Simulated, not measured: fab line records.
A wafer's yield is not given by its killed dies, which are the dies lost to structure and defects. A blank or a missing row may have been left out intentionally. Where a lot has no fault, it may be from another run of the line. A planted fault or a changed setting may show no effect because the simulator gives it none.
Which tool is to blame?	flow nandHarc	Sampling: 6 lots, 18 wafers, 5 of 1159 route steps

WHAT THE GAUGES SHOWED, per wafer
NHARC_END_SORT_01.
lot	measured	on	killedAtArray
L944	day 21 11:17	prober-01	674 17 674

WHAT TOOL EACH LOT RAN ON (gives the tool, then ch and the chambers of the sampled wafers, and finally the start)
lot	NHARC_A_STAIRCASE_ETCH_313	NHARC_A_STAIRCASE_ETCH_315	NHARC_A_STAIRCASE_ALD_415	NHARC_A_STAIRCASE_ETCHBACK_416
L936	rieDiel-06 ch 1,3, day 12 09:52	rieDiel-06 ch 2,3, day 12 13:34 or earlier	aldHk-03 ch 0,2,3, day 12 13:34	rieDiel-07 ch 0,2,3, no start
L939	rieDiel-07 ch 0,2,3, day 12 22:42	rieDiel-07 ch 0,1, day 13 00:31 or earlier	aldHk-03 ch 1,2,3, day 13 00:31	rieDiel-06 ch 0,1,3, no start
L942	rieDiel-02 ch 0,1,2, day 14 00:24	rieDiel-02 ch 1,3, day 14 02:10 or earlier	aldHk-03 ch 0,1, day 14 02:10	rieDiel-06 ch 2,3, no start
L944	rieDiel-02 ch 1,2,3, day 14 07:24	rieDiel-02 ch 1,3, day 14 10:14 or earlier	aldHk-03 ch 0,1,2, day 14 10:14	rieDiel-02 ch 1,2,3, day 21 11:17 or earlier
L956	rieDiel-06 ch 0,2, day 17 06:58	rieDiel-06 ch 0,1, day 17 11:14 or earlier	aldHk-04 ch 0,1, day 17 11:14	rieDiel-02 ch 0,1, no start
L957	rieDiel-06 ch 1,2,3, day 18 03:02	rieDiel-06 ch 1,2,3, day 18 07:04 or earlier	aldHk-03 ch 1,2,3, day 18 07:04	rieDiel-06 ch 1,2,3, no start
- NHARC_A_STAIRCASE_ETCH_313: etches the open film in CF4/CHF3.
- NHARC_A_STAIRCASE_ETCH_315: etches the open film in C4F8/O2/Ar, target depth 2500 nm, time 607.1 s.
- NHARC_A_STAIRCASE_ALD_415: deposits SiO2, target thk 30 nm, pulse time 6 s, ald cycles 300.
- NHARC_A_STAIRCASE_ETCHBACK_416: etches the open film in C4F8/O2/Ar, target depth 36 nm, time 7.2 s.

THE ANSWER, worked out from the rows above alone
Rule: usual is defined by the lots themselves. The widest of any qualifying gaps counts: lots, ordered by their means at a reading, are off when they make up no more than a third of the lots, leave a main group of 4 or more, and stand apart from it by 3 or more times the standard deviation of that group's means. The tables above print the reading to a certain number of digits; a main group whose means all agree to those digits is not used. A lot without any number at a reading at which 4 lots or more have one is off too. Where the step has rows for the other lots, those lots are counted as sound.
Across all readings shown, no lot is off: no conclusion can be drawn from this.

WHAT HAD BEEN PUT IN BY THE SIMULATOR
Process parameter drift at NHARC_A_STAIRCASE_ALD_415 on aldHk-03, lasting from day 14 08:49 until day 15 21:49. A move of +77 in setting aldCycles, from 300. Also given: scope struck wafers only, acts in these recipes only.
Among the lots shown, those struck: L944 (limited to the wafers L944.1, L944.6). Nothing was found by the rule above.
